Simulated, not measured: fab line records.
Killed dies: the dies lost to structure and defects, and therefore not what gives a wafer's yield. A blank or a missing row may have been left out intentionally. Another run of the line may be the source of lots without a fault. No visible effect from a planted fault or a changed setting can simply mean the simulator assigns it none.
fab line records | flow n5_finfet
[record] lots = 12 | wafers = 29 | last_day = 17
route steps=1938 shown BEOL_M5@1150 PASSIVATION@1936
lots that met no fault: taken from a fault-free run of the same line
start_h: the number of hours between the record's first day and the start of the first shown wafer of the lot | wait_h: how many hours have passed since the lot's step before this one | " unchanged from the row above | L1.1+2: several wafers, shown together as one row | - either no value or no given start | * or withheld: withheld | < > ~ a bound
route shown NAME@n: NAME is a module with steps in the file, n the number in the route of the first one | usual: mean and standard deviation over wafers with no fault | same: alike in all rows | chamber/n: place in a boat | sites: each site's reading | _std_site: the standard deviation of these | _edge_site: inner sites' mean taken away from outer sites' mean | radius_mm: how far each site lies from the wafer's centre | mask NAME#n: copy n | behind: the most recent tool/chamber to have shaped the wafer | hold: why the lot went on hold/how many hours it stayed there/how the hold came to an end | device: transistor that didn't switch, given as n, p or np | end of line: the same wafers' tests at the end of the route | a step given without rows: its recipe and nothing more | killed: not the wafer's yield, but the dies lost to structure and defects at the first sort | map: the dies of a wafer, with x for killed, . for not killed, _ for no die there
set.NAME: the run value of the setting; set.NAME@STEP: its run value at that earlier step | model.NAME: the simulator's own value behind a step, which no gauge read
the route's steps for a sample of lots (tables are steps, rows are wafers)
services: when a tool's chamber went out of use (start_h, in hours from the record's first day, below 0 if earlier), for how many hours, and the reason
[[steps]]
[step N5_BEOL_M5_INSPECT_30]
[recipe] mode = adi | inspect_instrument = brightfield
[usual] raw_defect_count = 417/100
lot.wafer | tool              | chamber | start_h | wait_h | raw_defect_count
L549.2    | defect_inspect-01 | -       | 181.55  | 0.0    | 360
L549.5    | "                 | -       | "       | "      | 249
L549.6    | "                 | -       | "       | "      | 339
L551.2    | defect_inspect-01 | -       | 184.17  | 0.0    | 312
L551.4    | "                 | -       | "       | "      | 449
L551.6    | "                 | -       | "       | "      | 415
L550.3    | defect_inspect-01 | -       | 184.39  | 0.0    | 298
L550.4    | "                 | -       | "       | "      | 275
L553.1    | defect_inspect-02 | -       | 201.14  | 0.1    | 456
L553.5    | "                 | -       | "       | "      | 466
L557.1    | defect_inspect-02 | -       | 228.83  | 0.1    | 272
L557.3    | "                 | -       | "       | "      | 422
L557.4    | "                 | -       | "       | "      | 325
L559.2    | defect_inspect-01 | -       | 247.10  | 0.0    | 281
L559.3    | "                 | -       | "       | "      | 424
L559.6    | "                 | -       | "       | "      | 265
L560.2    | defect_inspect-02 | -       | 247.27  | 0.0    | 685
L560.4    | "                 | -       | "       | "      | 725
L560.5    | "                 | -       | "       | "      | 478
L561.1    | defect_inspect-01 | -       | 256.70  | 0.1    | 409
L561.6    | "                 | -       | "       | "      | 549
L563.2    | defect_inspect-02 | -       | 266.57  | 0.0    | 406
L563.6    | "                 | -       | "       | "      | 323
L564.3    | defect_inspect-02 | -       | 279.07  | 0.0    | 408
L564.5    | "                 | -       | "       | "      | 497
L568.2    | defect_inspect-02 | -       | 288.17  | 0.0    | 393
L568.3    | "                 | -       | "       | "      | 415
L571.4    | defect_inspect-01 | -       | 308.40  | 0.0    | 293
L571.6    | "                 | -       | "       | "      | 365
[step N5_BEOL_M5_TRENCH_ETCH_37]
[recipe] chemistry = C4F6/O2 | target_depth_a = 716.52 | target = SiCOH_lowk | time_s = 24.7 | ion_energy_ev = 250 | pressure_mtorr = 30 | source_w = 345 | bias_w = 185 | Ar_flow_sccm = 300 | C4F6_flow_sccm = 10 | O2_flow_sccm = 10
[usual] O2_flow_sccm = 10.002/0.028 | drypump_motor_current_A = 5.9/0.52 | oes_o_777_au = 0.79/0.088 | oes_product_au = 0.79/0.081 | rf_fwd_power_W = 340.4/1.7 | rf_vpp_V = 662/20 | run_length_s = 48.1/0.32 | showerhead_plenum_p_Torr = 2.85/0.091 | throttle_valve_pct = 20.84/0.26
lot.wafer | tool        | chamber | start_h | wait_h | O2_flow_sccm | drypump_motor_current_A | oes_o_777_au | oes_product_au | rf_fwd_power_W | rf_hours_counter_h | rf_vpp_V | run_length_s | showerhead_plenum_p_Torr | throttle_valve_pct
L549.2    | rie_diel-02 | 3       | 181.88  | -      | 9.988        | 6.0                     | 0.71         | 0.69           | 342.3          | 179                | 681      | 47.9         | 2.82                     | 21.21
L549.5    | "           | 2       | "       | "      | 10.037       | 6.2                     | 0.92         | 0.89           | 339.8          | -                  | 650      | 48.0         | 3.02                     | 20.71
L549.6    | "           | 1       | "       | "      | 9.991        | 5.4                     | 0.74         | 0.75           | 341.9          | -                  | 665      | 48.3         | 2.84                     | 20.83
L551.2    | rie_diel-02 | 1       | 184.46  | -      | 10.015       | 5.4                     | 0.73         | 0.75           | 342.8          | 163                | 664      | 48.4         | 2.84                     | 20.84
L551.4    | "           | 1       | "       | "      | 10.017       | 5.4                     | 0.74         | 0.75           | 340.3          | -                  | 663      | 48.3         | 2.84                     | 20.84
L551.6    | "           | 2       | "       | "      | 9.975        | 6.2                     | 0.90         | 0.89           | 340.1          | -                  | 651      | 48.0         | 3.02                     | 20.70
L550.3    | rie_diel-02 | 2       | 184.85  | -      | 9.966        | 6.2                     | 0.92         | 0.90           | 340.9          | 21                 | 653      | 48.0         | 3.02                     | 20.71
L550.4    | "           | 1       | "       | "      | 10.007       | 5.4                     | 0.74         | 0.76           | 343.3          | -                  | 663      | 48.2         | 2.84                     | 20.83
L553.1    | rie_diel-02 | 0       | 201.59  | -      | 9.988        | 5.6                     | 0.95         | 0.96           | 340.0          | 3                  | 629      | 47.8         | 2.90                     | 20.84
L553.5    | "           | 0       | "       | "      | 9.974        | 5.6                     | 0.95         | 0.95           | 341.0          | -                  | 631      | 48.1         | 2.90                     | 20.83
L557.1    | rie_diel-04 | 2       | 229.23  | -      | 9.968        | 5.7                     | 0.71         | 0.71           | 336.0          | 183                | 674      | 47.6         | 2.71                     | 20.70
L557.3    | "           | 3       | "       | "      | 10.013       | 6.7                     | 0.79         | 0.79           | 339.5          | 147                | 667      | 48.4         | 2.72                     | 20.62
L557.4    | "           | 1       | "       | "      | 10.010       | 5.0                     | 0.93         | 0.86           | 342.8          | 48                 | 653      | 48.1         | 2.90                     | 20.94
L559.2    | rie_diel-02 | 0       | 247.44  | -      | 10.040       | 5.6                     | 0.90         | 0.90           | 340.7          | 18                 | 631      | 50.7         | 2.90                     | 20.86
L559.3    | "           | 2       | "       | "      | 10.023       | 6.2                     | 0.88         | 0.86           | 342.3          | 39                 | 651      | 48.0         | 3.01                     | 20.73
L559.6    | "           | 3       | "       | "      | 9.940        | 6.0                     | 0.70         | 0.68           | 340.4          | -                  | 680      | 48.0         | 2.82                     | 21.24
L560.2    | rie_diel-02 | 2       | 247.83  | -      | 10.030       | 6.2                     | 0.89         | 0.86           | 341.1          | 39                 | 651      | 48.1         | 3.01                     | 20.72
L560.4    | "           | 3       | "       | "      | 9.987        | 6.0                     | 0.70         | 0.69           | 342.4          | 199                | 680      | 48.1         | 2.82                     | 21.24
L560.5    | "           | 0       | "       | "      | 10.029       | 5.6                     | 0.90         | 0.91           | 338.9          | -                  | 630      | 50.5         | 2.90                     | 20.87
L561.1    | rie_diel-01 | 3       | 257.00  | -      | 10.011       | 6.3                     | 0.72         | 0.71           | 339.8          | 203                | 656      | 47.9         | 2.80                     | 20.56
L561.6    | "           | 3       | "       | "      | 9.960        | 6.3                     | 0.72         | 0.71           | 341.4          | -                  | 656      | 47.8         | 2.80                     | 20.54
L563.2    | rie_diel-01 | 3       | 266.87  | -      | 9.990        | 6.3                     | 0.72         | 0.72           | 340.4          | 206                | 656      | 48.3         | 2.80                     | 20.57
L563.6    | "           | 0       | "       | "      | 9.983        | 5.1                     | 0.85         | 0.84           | 338.7          | -                  | 672      | 47.3         | 2.75                     | 20.45
L564.3    | rie_diel-01 | 1       | 279.54  | -      | 10.022       | 6.4                     | 0.82         | 0.82           | 337.4          | 74                 | 633      | 48.8         | 2.90                     | 21.23
L564.5    | "           | 0       | "       | "      | 10.025       | 5.1                     | 0.84         | 0.83           | 339.3          | -                  | 670      | 47.6         | 2.75                     | 20.48
L568.2    | rie_diel-01 | 3       | 288.77  | -      | 9.983        | 6.3                     | 0.71         | 0.71           | 342.0          | 215                | 655      | 48.0         | 2.80                     | 20.56
L568.3    | "           | 2       | "       | "      | 9.963        | 6.8                     | 0.72         | 0.76           | 341.3          | 156                | 672      | 48.3         | 2.72                     | 20.46
L571.4    | rie_diel-04 | 2       | 308.70  | -      | 10.015       | 5.7                     | 0.69         | 0.69           | 336.7          | 205                | 671      | 47.7         | 2.70                     | 20.75
L571.6    | "           | 0       | "       | "      | 10.020       | 6.1                     | 0.67         | 0.69           | 340.0          | -                  | 712      | 48.3         | 2.93                     | 21.06
[step N5_BEOL_M5_OCD_MEAS_38]
[usual] trench_depth_nm = 71.0/2
lot.wafer | tool   | chamber | start_h | wait_h | trench_depth_nm
L549.2    | ocd-02 | -       | 182.04  | -      | 68.1
L549.5    | "      | -       | "       | "      | 72.5
L549.6    | "      | -       | "       | "      | 71.6
L551.2    | ocd-02 | -       | 184.62  | -      | 71.6
L551.4    | "      | -       | "       | "      | 71.9
L551.6    | "      | -       | "       | "      | 72.4
L550.3    | ocd-01 | -       | 185.01  | -      | 73.2
L550.4    | "      | -       | "       | "      | 71.6
L553.1    | ocd-02 | -       | 201.74  | -      | 69.7
L553.5    | "      | -       | "       | "      | 69.8
L557.1    | ocd-01 | -       | 229.38  | -      | 68.5
L557.3    | "      | -       | "       | "      | 73.2
L557.4    | "      | -       | "       | "      | 72.4
L559.2    | ocd-02 | -       | 247.59  | -      | 78.3
L559.3    | "      | -       | "       | "      | 72.7
L559.6    | "      | -       | "       | "      | 69.7
L560.2    | ocd-01 | -       | 247.99  | -      | 73.3
L560.4    | "      | -       | "       | "      | 68.8
L560.5    | "      | -       | "       | "      | 77.3
L561.1    | ocd-01 | -       | 257.15  | -      | 68.6
L561.6    | "      | -       | "       | "      | 69.5
L563.2    | ocd-02 | -       | 267.02  | -      | 68.9
L563.6    | "      | -       | "       | "      | 73.2
L564.3    | ocd-01 | -       | 279.70  | -      | 69.3
L564.5    | "      | -       | "       | "      | 72.5
L568.2    | ocd-01 | -       | 288.93  | -      | 68.8
L568.3    | "      | -       | "       | "      | 72.2
L571.4    | ocd-01 | -       | 308.86  | -      | 68.6
L571.6    | "      | -       | "       | "      | 68.0
[step N5_BEOL_M5_CD_MEAS_35]
[recipe] target_cd_nm = 28 | target_cd_y_nm = 24 | polarity = opening
[usual] cd_nm = 28.2/0.49
lot.wafer | tool      | chamber | start_h | wait_h | cd_nm
L549.2    | cd_sem-02 | -       | 182.20  | 0.0    | 28.0
L549.5    | "         | -       | "       | "      | 28.1
L549.6    | "         | -       | "       | "      | 28.3
L551.2    | cd_sem-02 | -       | 184.77  | 0.0    | 27.3
L551.4    | "         | -       | "       | "      | 28.6
L551.6    | "         | -       | "       | "      | 28.0
L550.3    | cd_sem-02 | -       | 185.16  | 0.0    | 28.8
L550.4    | "         | -       | "       | "      | 28.7
L553.1    | cd_sem-03 | -       | 201.89  | 0.0    | 28.0
L553.5    | "         | -       | "       | "      | 28.1
L557.1    | cd_sem-01 | -       | 229.53  | 0.0    | 29.3
L557.3    | "         | -       | "       | "      | 28.4
L557.4    | "         | -       | "       | "      | 29.0
L559.2    | cd_sem-02 | -       | 247.75  | 0.0    | 28.3
L559.3    | "         | -       | "       | "      | 28.4
L559.6    | "         | -       | "       | "      | 28.7
L560.2    | cd_sem-01 | -       | 248.28  | 0.0    | 27.8
L560.4    | "         | -       | "       | "      | 27.6
L560.5    | "         | -       | "       | "      | 28.3
L561.1    | cd_sem-03 | -       | 257.30  | 0.0    | 27.7
L561.6    | "         | -       | "       | "      | 28.4
L563.2    | cd_sem-02 | -       | 267.18  | 0.0    | 28.1
L563.6    | "         | -       | "       | "      | 27.9
L564.3    | cd_sem-03 | -       | 279.85  | 0.0    | 29.0
L564.5    | "         | -       | "       | "      | 27.4
L568.2    | cd_sem-01 | -       | 289.17  | 0.0    | 28.0
L568.3    | "         | -       | "       | "      | 28.1
L571.4    | cd_sem-01 | -       | 309.02  | 0.0    | 27.5
L571.6    | "         | -       | "       | "      | 27.4
[step N5_BEOL_M5_CURE_80]
[recipe] temp_c = 370 | time_s = 120 | ambient = DMADMS/He | material = SiCOH_lowk
[usual] lamp_power_pct = 52.31/0.053 | wafer_temp_C_max = 371.9/0.5
lot.wafer | tool       | chamber | start_h | wait_h | lamp_power_pct | wafer_temp_C_max
L549.2    | uv_cure-02 | 2       | 182.29  | 0.1    | 52.36          | 371.5
L549.5    | "          | 2       | "       | "      | 52.36          | 371.9
L549.6    | "          | 2       | "       | "      | 52.34          | 371.6
L551.2    | uv_cure-01 | 2       | 184.86  | 0.1    | 52.24          | 371.0
L551.4    | "          | 2       | "       | "      | 52.37          | 371.7
L551.6    | "          | 2       | "       | "      | 52.28          | 371.9
L550.3    | uv_cure-02 | 0       | 185.30  | 0.1    | 52.35          | 372.0
L550.4    | "          | 0       | "       | "      | 52.28          | 372.3
L553.1    | uv_cure-02 | 2       | 202.19  | 0.3    | 52.36          | 372.1
L553.5    | "          | 2       | "       | "      | 52.34          | 371.4
L557.1    | uv_cure-02 | 2       | 229.57  | 0.0    | 52.33          | 371.6
L557.3    | "          | 2       | "       | "      | 52.24          | 372.0
L557.4    | "          | 2       | "       | "      | 52.32          | 372.3
L559.2    | uv_cure-03 | 1       | 247.84  | 0.1    | 52.35          | 371.3
L559.3    | "          | 1       | "       | "      | 52.34          | 371.4
L559.6    | "          | 1       | "       | "      | 52.24          | 372.1
L560.2    | uv_cure-03 | 1       | 248.37  | 0.1    | 52.37          | 372.2
L560.4    | "          | 1       | "       | "      | 52.43          | 371.1
L560.5    | "          | 1       | "       | "      | 52.30          | 371.7
L561.1    | uv_cure-01 | 2       | 257.34  | 0.0    | 52.23          | 371.4
L561.6    | "          | 2       | "       | "      | 52.20          | 372.1
L563.2    | uv_cure-02 | 2       | 267.27  | 0.1    | 52.28          | 371.5
L563.6    | "          | 2       | "       | "      | 52.33          | 372.0
L564.3    | uv_cure-02 | 1       | 280.19  | 0.3    | 52.33          | 371.5
L564.5    | "          | 1       | "       | "      | 52.24          | 372.0
L568.2    | uv_cure-01 | 2       | 289.26  | 0.1    | 52.30          | 371.8
L568.3    | "          | 2       | "       | "      | 52.33          | 371.4
L571.4    | uv_cure-02 | 0       | 309.21  | 0.2    | 52.31          | 371.8
L571.6    | "          | 0       | "       | "      | 52.36          | 372.7
[step N5_PASSIVATION_PROBE_49]
[usual] defect_limited_yield = 91.3/1.4 | killed_at_M0_to_M3 = 32/9.5 | killed_at_M4_up = 14/5.2 | killed_at_contacts = 13/5.7 | killed_at_front_end = 41/12 | killed_at_other = 3.5/2.6 | killed_dies = 103/17 | killed_open = 68/14 | killed_short = 32/7 | sort_bin_4_leakage = 0.01/0.051 | sort_bin_5_function = 5.0/0.91 | sort_bin_6_memory = 3.3/0.7 | sort_bin_8_speed = 0.03/0.22 | sort_n_pass = 1076/17 | sort_yield_pct = 91.2/1.4
[same] gross_dies = 1180 | killed_at_back_side = 0
lot.wafer | tool      | chamber | start_h | wait_h | defect_limited_yield[%] | killed_at_M0_to_M3 | killed_at_M4_up | killed_at_contacts | killed_at_front_end | killed_at_other | killed_dies | killed_open | killed_short | sort_bin_4_leakage[%] | sort_bin_5_function[%] | sort_bin_6_memory[%] | sort_bin_8_speed[%] | sort_n_pass | sort_yield_pct[%]
L560.2    | prober-01 | -       | 341.73  | 0.1    | 87.5                    | 46                 | 13              | 12                 | 76                  | 1               | 148         | 81          | 55           | 0                     | 7.0                    | 4.4                  | 0                   | 1032        | 87.5
L559.2    | prober-01 | -       | 342.42  | 0.1    | 87.6                    | 32                 | 10              | 24                 | 62                  | 18              | 146         | 82          | 51           | 0                     | 6.9                    | 4.1                  | 0                   | 1034        | 87.6
L559.3    | prober-01 | -       | 342.47  | 0.1    | 89.8                    | 29                 | 8               | 7                  | 65                  | 11              | 120         | 78          | 41           | 0                     | 4.7                    | 5.4                  | 0                   | 1060        | 89.8
L559.6    | prober-01 | -       | 342.62  | 0.3    | 91.1                    | 31                 | 8               | 10                 | 48                  | 8               | 105         | 67          | 38           | 0                     | 5.3                    | 3.3                  | 0                   | 1075        | 91.1
L564.3    | prober-02 | -       | 372.41  | 0.2    | 93.1                    | 30                 | 11              | 8                  | 32                  | 0               | 81          | 54          | 26           | 0                     | 4.3                    | 2.5                  | 0                   | 1099        | 93.1
L564.5    | prober-02 | -       | 372.51  | 0.3    | 90.3                    | 33                 | 10              | 6                  | 66                  | 0               | 115         | 78          | 37           | 0                     | 6.1                    | 3.6                  | 0                   | 1065        | 90.3
// killed by level:class
L560.2 FIN_SAQP:geometric_particle:open=24 BEOL_M1:geometric_particle:open=16 HKMG_FIN:area_etch=12 FIN_SAQP:geometric_particle:short=10 STI_FIN_REVEAL:geometric_particle:open=8 BEOL_M1:geometric_particle:short=8 MOL_CONTACT_COAG:geometric_particle:open=7 GATE_CUT:geometric_particle:short=7
L559.2 MOL_CONTACT_COAG:geometric_particle:open=19 STI_FIN_REVEAL:geometric_particle:open=13 HKMG_FIN:area_etch=13 BEOL_M0_SAQP:geometric_particle:short=11 FIN_SAQP:geometric_particle:open=10 STI_FIN_REVEAL:geometric_particle:short=6 GATE_CUT:geometric_particle:short=6 MOL_CONTACT_COAG:geometric_particle:short=5
L559.3 STI_FIN_REVEAL:geometric_particle:open=19 GATE_CUT:geometric_particle:short=12 FIN_SAQP:geometric_particle:short=7 FIN_SAQP:geometric_particle:open=6 MOL_CONTACT_COAG:geometric_particle:open=6 BEOL_M1:geometric_particle:open=6 BEOL_M3:geometric_particle:open=5 BEOL_M0_SAQP:geometric_particle:open=4
L559.6 STI_FIN_REVEAL:geometric_particle:open=18 BEOL_M0_SAQP:geometric_particle:open=11 FIN_SAQP:geometric_particle:short=7 MOL_CONTACT_COAG:geometric_particle:open=7 GATE_CUT:geometric_particle:short=5 PASS1_CAP:geometric_particle:short=5 BEOL_M4:geometric_particle:open=4 GATE_CUT:geometric_particle:open=4
L564.3 STI_FIN_REVEAL:geometric_particle:open=9 BEOL_M1:geometric_particle:open=8 FIN_SAQP:geometric_particle:short=5 MOL_CONTACT_COAG:geometric_particle:open=5 BEOL_M3:geometric_particle:open=5 STARTING-WAFER:geometric_particle:open=5 BEOL_M3:geometric_particle:short=4 BEOL_M0_SAQP:geometric_particle:open=4
L564.5 STI_FIN_REVEAL:geometric_particle:open=32 BEOL_M0_SAQP:geometric_particle:open=10 BEOL_M0_SAQP:geometric_particle:short=7 STI_FIN_REVEAL:geometric_particle:short=5 GATE_CUT:geometric_particle:short=5 BEOL_M0:geometric_particle:open=5 MOL_CONTACT_COAG:geometric_particle:short=4 BEOL_M2:geometric_particle:open=4
[[services]]
tool        | chamber | start_h | hours | kind
rie_diel-01 | 3       | 165.35  | 3.0   | repair
rie_diel-02 | 0       | 172.64  | -     | clean
rie_diel-02 | 0       | 172.64  | -     | consumable_replace:focus_ring
rie_diel-02 | 0       | 172.64  | 14.3  | scheduled_down
rie_diel-02 | 0       | 172.64  | 14.3  | vent_cycle
uv_cure-01  | -       | 175.49  | 7.5   | pm
uv_cure-03  | -       | 177.57  | 1.5   | repair
uv_cure-02  | -       | 215.01  | 1.0   | pm
rie_diel-01 | 2       | 220.07  | 16.1  | repair
rie_diel-02 | 0       | 264.59  | 16.2  | repair
rie_diel-02 | -       | 271.50  | 14.6  | pm
uv_cure-03  | -       | 297.84  | 2.1   | pm
[[key]]
[first_sign] step = N5_BEOL_M5_TRENCH_ETCH_37 | reading = run_length_s | direction = up | sigmas = 7.8 | usual = * | struck = *
[effect] step = N5_BEOL_M5_OCD_MEAS_38 | reading = trench_depth_nm | direction = up | sigmas = 3.4 | usual = 71.0 | struck = 77.8
met_at N5_BEOL_M5_TRENCH_ETCH_37
struck_lots L559,L560
struck_wafers L559.2,L560.5
[baseline_loss] step = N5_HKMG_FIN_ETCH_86 | wafers = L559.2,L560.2
not_acting_at N5_BEOL_M5_INSPECT_30,N5_BEOL_M5_CD_MEAS_35,N5_BEOL_M5_CURE_80
onset_between 201.59 247.44
[fault] kind = process_parameter_drift | tool = rie_diel-02 | chamber = 0 | onset_h = 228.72 | steps = N5_BEOL_M5_TRENCH_ETCH_37 | channel = time_s | offset = * | shape = step | end_h = 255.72 | acts_in = * | stated = *
// baseline_loss: these wafers lose ten dies or more at that step, a loss of the line's own and not of a fault; the sort's usual values leave them out
